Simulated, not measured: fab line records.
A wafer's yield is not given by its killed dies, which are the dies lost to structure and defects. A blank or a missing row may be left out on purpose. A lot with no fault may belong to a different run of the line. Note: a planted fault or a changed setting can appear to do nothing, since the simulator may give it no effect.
Matching of chambers ; flow n5 finfet ; N5_BEOL_M5_STRIP_36 on rie diel-02: 4 sister chambers
The step strips in N2/H2. 4 wafers are shown with their chamber, then 12 later ones without.

## WAFERS PAIRED WITH THEIR CHAMBERS
wafer;chamber;showerhead plenum p Torr (Torr)
L086.4;1;2.39
L089.1;0;2.54
L089.3;2;2.33
L089.4;3;2.66

## WAFERS WITHOUT THEIR CHAMBER
wafer;showerhead plenum p Torr (Torr)
L091.2;2.54
L091.3;2.32
L091.5;2.54
L092.4;2.66
L092.5;2.39
L092.6;2.53
L096.1;2.39
L096.3;2.65
L096.5;2.39
L097.3;2.53
L097.4;2.32
L097.6;2.53

## WHICH CHAMBER EACH WENT THROUGH
wafer;from the rows above;in truth
L091.2;0;0
L091.3;2;2
L091.5;0;0
L092.4;3;3
L092.5;1;1
L092.6;0;0
L096.1;1;1
L096.3;3;3
L096.5;1;1
L097.3;0;0
L097.4;2;2
L097.6;0;0
12 of 12 placed correctly. Not placeable from these rows: 0. Placed wrongly: 0.
How it was worked out, from the rows above alone: a wafer's distance from a chamber is the root of the sum, over the readings, of the square of ((its reading less the chamber's mean) divided by the reading's scatter). The wafer belongs to the nearest chamber; if the next one is less than 2 further off, it can't be placed. The mean given for a chamber averages the wafers shown for that chamber. The scatter: with one shown wafer a chamber, the root of the mean of the squares of how far each hidden wafer lies from its nearest shown one.
